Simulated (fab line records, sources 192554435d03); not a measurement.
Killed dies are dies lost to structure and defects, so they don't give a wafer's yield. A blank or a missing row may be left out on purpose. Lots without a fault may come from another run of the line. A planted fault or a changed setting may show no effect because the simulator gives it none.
Chamber matching | flow n5_finfet | N5_SDB_HM_DEP_00 on pecvd-04: 3 sister chambers
The step deposits SiNx from SiH4/NH3/N2, target thk 40 nm, time 35.3 s. 16 wafers are shown with their chamber, then 8 later ones without.

WAFERS WITH THEIR CHAMBER
wafer  | chamber | throttle_valve_pct (%) | showerhead_plenum_p_Torr (Torr) | heater_power_w (W)
L074.3 | 2       | 39.9                   | 5.27                            | 737
L074.5 | 0       | 38.9                   | 5.15                            | 678
L074.6 | 1       | 43.0                   | 5.14                            | 832
L076.2 | 0       | 38.9                   | 5.17                            | 736
L076.4 | 2       | 40.1                   | 5.28                            | 727
L076.5 | 0       | 39.1                   | 5.15                            | 724
L077.1 | 2       | 40.2                   | 5.26                            | 807
L077.3 | 2       | 39.8                   | 5.26                            | 820
L077.5 | 0       | 39.0                   | 5.15                            | 705
L081.1 | 2       | 40.2                   | 5.26                            | 745
L081.2 | 0       | 39.1                   | 5.15                            | 748
L081.3 | 1       | 42.8                   | 5.13                            | 902
L081.4 | 0       | 39.2                   | 5.15                            | 748
L081.5 | 1       | 43.1                   | 5.13                            | 903
L081.6 | 2       | 40.2                   | 5.28                            | 743
L087.2 | 1       | 42.9                   | 5.14                            | 893

SIGNATURES (means of the wafers above)
reading                  | chamber 0 | chamber 1 | chamber 2 | scatter within a chamber
throttle_valve_pct       | 39.033    | 42.950    | 40.067    | 0.146
showerhead_plenum_p_Torr | 5.1533    | 5.1350    | 5.2683    | 0.0084
heater_power_w           | 723.17    | 882.50    | 763.17    | 34.1
Rule: a wafer's distance from a chamber is the root of the sum, over the readings, of the square of ((its reading less the chamber's mean) divided by the reading's scatter). The wafer belongs to the nearest chamber; if the next one is less than 2 further off, it can't be placed. The scatter: the root of (the sum of the squares of (reading less its chamber's mean) over the shown wafers, divided by (wafers less chambers)).

WAFERS WITHOUT THEIR CHAMBER
wafer  | throttle_valve_pct (%) | showerhead_plenum_p_Torr (Torr) | heater_power_w (W)
L087.3 | 43.2                   | 5.12                            | 933
L087.6 | 39.2                   | 5.15                            | 709
L092.2 | 39.1                   | 5.16                            | 718
L092.3 | 40.1                   | 5.26                            | 786
L092.6 | 42.9                   | 5.13                            | 913
L094.1 | 40.2                   | 5.28                            | 813
L094.2 | 43.1                   | 5.13                            | 930
L094.6 | 39.6                   | 5.15                            | 655

WHICH CHAMBER EACH WENT THROUGH
wafer  | from the rows above | in truth
L087.3 | 1                   | 1
L087.6 | 0                   | 0
L092.2 | 0                   | 0
L092.3 | 2                   | 2
L092.6 | 1                   | 1
L094.1 | 2                   | 2
L094.2 | 1                   | 1
L094.6 | 0                   | 0
Placed correctly: 8 of 8. Can't be placed from these rows: 0. Placed wrongly: 0.
